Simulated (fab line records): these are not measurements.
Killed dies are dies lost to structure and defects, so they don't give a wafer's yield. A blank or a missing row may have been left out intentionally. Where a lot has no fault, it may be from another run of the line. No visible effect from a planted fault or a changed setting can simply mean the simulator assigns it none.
Split-lot trial + flow n5Finfet + route with 1938 steps; 7 lots, 21 wafers read

## ABOUT THE SPLIT
At N5_BEOL_M7_TRENCH_ETCH_37 (etches SiCOH lowk in C4F6/O2, target depth 93.478 nm, time 31.2 s), the setting biasW was moved away from the recipe's 185 W on 13 of the 21 wafers read, by -11.7% to +17.0%. For the rest of the wafers, this setting stayed at what the recipe calls for.

Reading taken at the split's own step.

## THE READING
rfVppV, in V, at N5_BEOL_M7_TRENCH_ETCH_37 (etches SiCOH lowk in C4F6/O2, target depth 93.478 nm, time 31.2 s). A value of 665 V with a standard deviation of 16 V is what fault-free wafers of this fab line usually give.

| wafer  | tool, chamber at the split | biasW as run, W | against the recipe | rfVppV, V | against lot-mates on the recipe |
|--------|----------------------------|-----------------|--------------------|-----------|---------------------------------|
| L078.2 | rieDiel-04, 0              | 165.9           | -10.3%             | 630       | -57                             |
| L078.4 | rieDiel-04, 0              | 185             | recipe             | 687       | -                               |
| L078.5 | rieDiel-04, 1              | 165.9           | -10.3%             | 584       | -103                            |
| L080.2 | rieDiel-01, 1              | 185             | recipe             | 670       | -                               |
| L080.3 | rieDiel-01, 0              | 216.5           | +17.0%             | 771       | +101                            |
| L080.6 | rieDiel-01, 0              | 216.5           | +17.0%             | 771       | +101                            |
| L083.2 | rieDiel-04, 2              | 206.1           | +11.4%             | 710       | +56                             |
| L083.4 | rieDiel-04, 3              | 185             | recipe             | 675       | -                               |
| L083.5 | rieDiel-04, 1              | 185             | recipe             | 634       | -                               |
| L085.1 | rieDiel-05, 3              | 202.6           | +9.5%              | 690       | no lot-mate on the recipe       |
| L085.4 | rieDiel-05, 0              | 202.6           | +9.5%              | 740       | no lot-mate on the recipe       |
| L085.6 | rieDiel-05, 3              | 202.6           | +9.5%              | 690       | no lot-mate on the recipe       |
| L086.4 | rieDiel-05, 0              | 163.3           | -11.7%             | 624       | no lot-mate on the recipe       |
| L086.5 | rieDiel-05, 0              | 163.3           | -11.7%             | 625       | no lot-mate on the recipe       |
| L086.6 | rieDiel-05, 1              | 163.3           | -11.7%             | 596       | no lot-mate on the recipe       |
| L091.3 | rieDiel-01, 2              | 207.1           | +11.9%             | 742       | +80                             |
| L091.4 | rieDiel-01, 3              | 185             | recipe             | 662       | -                               |
| L091.6 | rieDiel-01, 3              | 207.1           | +11.9%             | 725       | +63                             |
| L095.1 | rieDiel-04, 3              | 185             | recipe             | 675       | -                               |
| L095.2 | rieDiel-04, 2              | 185             | recipe             | 652       | -                               |
| L095.3 | rieDiel-04, 0              | 185             | recipe             | 687       | -                               |

FIT RESULTS
A straight line over all 21 wafers: rfVppV changes by +5.17 V for each +1% of biasW; r = +0.93; the points scatter about the line by 19 V.
The same after taking each lot's own level away (the mean of its wafers on the recipe; 15 wafers): +6.33 V for each +1%; r = +0.96; scatter 16 V.
The reading moves by 1.1e+02 V for the largest change in biasW, on that fit.
The span of the lots' own levels, 654.5 to 687.0 V, comes to 2.0 times the standard deviation stated above.
So the slope is not independent of the lot-to-lot level: the two fits are not the same.
Check: for one of the wafers moved furthest among these (+17.0%), held out of the fit, the line's prediction against its lot-mates is +104 V. Against them it came out at +101 V.
Tool readings at the split's step, against how far the setting was moved: rfVppV r = +0.93.

## OTHER SPLITS ON THESE WAFERS
Other splits were also applied to these wafers ahead of the reading. Each is held against what the fit with the lots' levels taken away leaves over:
| other split on the same wafers | wafers away from the commonest value | r with rfVppV (lot level and that fit taken away) |
|--------------------------------|--------------------------------------|---------------------------------------------------|
| N5_BEOL_M7_DESCUM_33 timeS     | 7                                    | -0.16                                             |

## THE FILE'S OWN FIT
rfVppV changes by +6.02 V for each +1% of biasW, r = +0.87.
